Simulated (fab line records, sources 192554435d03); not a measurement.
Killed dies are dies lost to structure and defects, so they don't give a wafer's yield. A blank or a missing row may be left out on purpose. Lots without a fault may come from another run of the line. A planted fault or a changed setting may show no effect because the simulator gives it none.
A struck lot beside a sound one | flow n5_finfet | 17 steps out of a route of 1938
Sound: wafers L594.3, L594.4, L594.5. Struck: wafers L604.1, L604.3, L604.6. The cause comes at the end.
At each step with rows: each side's tool, then ch and its chambers, then its first start. Under that, the readings that differ: sound wafers | struck wafers | difference of the means | sigmas: that difference in standard deviations of wafers without a fault.
alike: readings whose means differ by less than 2 such deviations, and words and numbers that are the same on both sides. not compared: withheld readings, readings that some wafer has no value for, bounds like >300 that may hide the same value, and numbers for which the record gives no deviation and whose values overlap.
The two part at a step that has a row with sigmas, a row that says differs or no value, or rows on one side only. Numbers that don't overlap but have no deviation are shown without sigmas and don't part them. A reading that every wafer of one side lacks parts them only if that side has two wafers or more.

first, 2 steps without rows for these wafers: N5_SDB_PRECLEAN_23 (cleans in dHF, time 30 s); N5_SDB_DUMMY_REMOVE_24 (chemistry TMAH, target poly-Si, stops on SiO2, target depth 142 nm, time 57 s, rinse time 30 s).
N5_SDB_ETCH_25: etches SiO2 in C4F6/O2, target depth 10 nm, time 3.3 s.
  sound on rie_diel-02 ch 0,1,3, day 5 00:55; struck on rie_diel-04 ch 1,3, day 8 00:30
  reading      | sound       | struck      | difference | sigmas
  rf_vpp_V (V) | 674 676 674 | 656 674 656 | -13        | -2
  alike: O2_flow_sccm, drypump_motor_current_A, oes_product_au, showerhead_plenum_p_Torr, throttle_valve_pct
  not compared: rf_hours_counter_h
N5_SDB_CUT_ETCH_26: etches Si in HBr/Cl2/O2, target depth 129.6 nm, bt time 20 s, time 51.8 s.
  sound on rie_si-01 ch 1,2,3, day 5 01:00; struck on rie_si-02 ch 1,2,3, day 8 00:35
  alike: O2_flow_sccm, drypump_motor_current_A, oes_product_au, throttle_valve_pct
  not compared: rf_hours_counter_h
then, 3 steps without rows for these wafers: N5_SDB_PRECLEAN_38 (cleans in dHF, time 10 s); N5_SDB_PRECLEAN_39 (cleans in O3/DIW, time 45 s); N5_SDB_SRD_28 (time 30 s).
N5_SDB_ALD_29: deposits SiNx, target thk 30 nm, pulse time 1 s, ald cycles 600.
  sound on ald_sin-03 ch 0,2,3, day 5 01:11; struck on ald_sin-01 ch 1,3, day 8 00:46
  alike: heater_power_w, precursor_pulse_height_rel
  not compared: since_wet_clean_h
N5_SDB_CMP_30: polishes, stops on poly-Si, t overpolish 1.54 s, target thk 30 nm.
  sound on cmp-02 ch 0,2, day 5 03:55; struck on cmp-04 ch 1,2,3, day 8 03:31
  alike: motor_current_A, overpolish_run_s, time_to_endpoint_s
N5_SDB_THK_MEAS_31:
  sound on film_metro-01, day 5 04:13; struck on film_metro-02, day 8 03:48
  alike: SDB_THK
N5_DUMMY_REMOVAL_HM_STRIP_01: strips SiNx in CH3F/O2, stops on poly-Si, target depth 4 nm, time 6.8 s.
  sound on rie_diel-01 ch 0,2, day 5 04:20; struck on rie_diel-01 ch 0,1,2, day 8 03:52
  alike: CH3F_flow_sccm, O2_flow_sccm, drypump_motor_current_A, oes_product_au, rf_vpp_V, showerhead_plenum_p_Torr, throttle_valve_pct
  not compared: rf_hours_counter_h
N5_DUMMY_REMOVAL_STRIP_10: strips in N2/H2, time 40 s.
  sound on rie_diel-01 ch 0,2, day 5 04:22; struck on rie_diel-01 ch 0,1,2, day 8 03:54
  no value came back on the struck wafers for any of 8 readings (bias_power_w (W), chamber_pressure_mTorr (mTorr) and others); on the sound wafers bias_power_w (W) reads 2.986 2.996 2.990
  not compared: rf_hours_counter_h
then, 3 steps without rows for these wafers: N5_DUMMY_REMOVAL_PRECLEAN_07 (cleans in dHF, time 30 s); N5_DUMMY_REMOVAL_DUMMY_REMOVE_02 (chemistry TMAH, target poly-Si, stops on SiO2, target depth 142 nm, time 57 s, rinse time 30 s); N5_DUMMY_REMOVAL_PRECLEAN_08 (cleans in NF3:NH3, afs cycles 2, time 20 s, sublimation time 60 s).
N5_BEOL_M4_RC_MEAS_101:
  the record has rows for the sound wafers here (prober-02 ch 0, day 15 11:36) and none for the struck ones
-- the record jumps here: 11 days lie between the struck wafers' starts before and after (it left off in module BEOL_M4 and takes up again in module PASSIVATION, whose first step shown is number 1936 of the route) --
N5_PASSIVATION_PROBE_49:
  sound on prober-01, day 20 11:04; struck on prober-02, day 18 16:52
  reading             | sound     | struck         | difference | sigmas
  killed_at_front_end | 25 24 29  | 1142 1112 1138 | +1105      | +99 or more
  killed_dies         | 96 101 94 | 1180 1180 1180 | +1083      | +54
  killed_on_rim       | 17 17 15  | 152 152 152    | +136       | +32
  alike: killed_at_M0_to_M3, killed_at_M4_up, killed_at_contacts, killed_at_other, killed_open, killed_short

WHERE THEY PART
First at N5_SDB_ETCH_25; last, within this record, at N5_PASSIVATION_PROBE_49.

WHY: what the simulator had put in
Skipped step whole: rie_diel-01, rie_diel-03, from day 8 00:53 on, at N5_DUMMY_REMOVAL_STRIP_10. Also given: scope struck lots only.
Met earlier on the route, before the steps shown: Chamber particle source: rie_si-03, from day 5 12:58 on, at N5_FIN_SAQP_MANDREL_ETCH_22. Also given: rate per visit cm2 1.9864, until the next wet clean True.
